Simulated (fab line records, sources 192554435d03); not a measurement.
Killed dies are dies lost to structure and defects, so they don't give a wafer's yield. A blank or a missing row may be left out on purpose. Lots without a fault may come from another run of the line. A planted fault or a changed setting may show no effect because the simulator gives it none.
Chamber matching | flow n5_finfet | N5_FIN_SAQP_SPACER2_ETCHBACK_29 on rie_diel-02: 4 sister chambers
The step etches SiO2 in CHF3/O2, target depth 12.2 nm, time 6.1 s. 4 wafers are shown with their chamber, then 10 later ones without.

WAFERS WITH THEIR CHAMBER
wafer  | chamber | throttle_valve_pct (%)
L082.4 | 3       | 18.8
L088.5 | 2       | 18.4
L089.1 | 0       | 18.6
L089.2 | 1       | 19.3

WAFERS WITHOUT THEIR CHAMBER
wafer  | throttle_valve_pct (%)
L089.6 | 19.3
L090.1 | 18.6
L090.4 | 18.6
L090.5 | 19.3
L092.2 | 18.6
L092.3 | 18.4
L092.6 | 18.5
L093.2 | 18.4
L093.5 | 18.6
L093.6 | 19.3

WHICH CHAMBER EACH WENT THROUGH
wafer  | from the rows above     | in truth
L089.6 | 1                       | 1
L090.1 | 0                       | 0
L090.4 | 0                       | 0
L090.5 | 1                       | 1
L092.2 | 0                       | 0
L092.3 | 2                       | 2
L092.6 | can't be placed: 0 or 2 | 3
L093.2 | 2                       | 2
L093.5 | 0                       | 0
L093.6 | 1                       | 1
Placed correctly: 9 of 10. Can't be placed from these rows: 1 (the true chamber is among the candidates in 0). Placed wrongly: 0.
How it was worked out, from the rows above alone: a wafer's distance from a chamber is the root of the sum, over the readings, of the square of ((its reading less the chamber's mean) divided by the reading's scatter). The wafer belongs to the nearest chamber; if the next one is less than 2 further off, it can't be placed. A chamber's mean is the mean of its shown wafers. The scatter: with one shown wafer a chamber, the root of the mean of the squares of how far each hidden wafer lies from its nearest shown one.
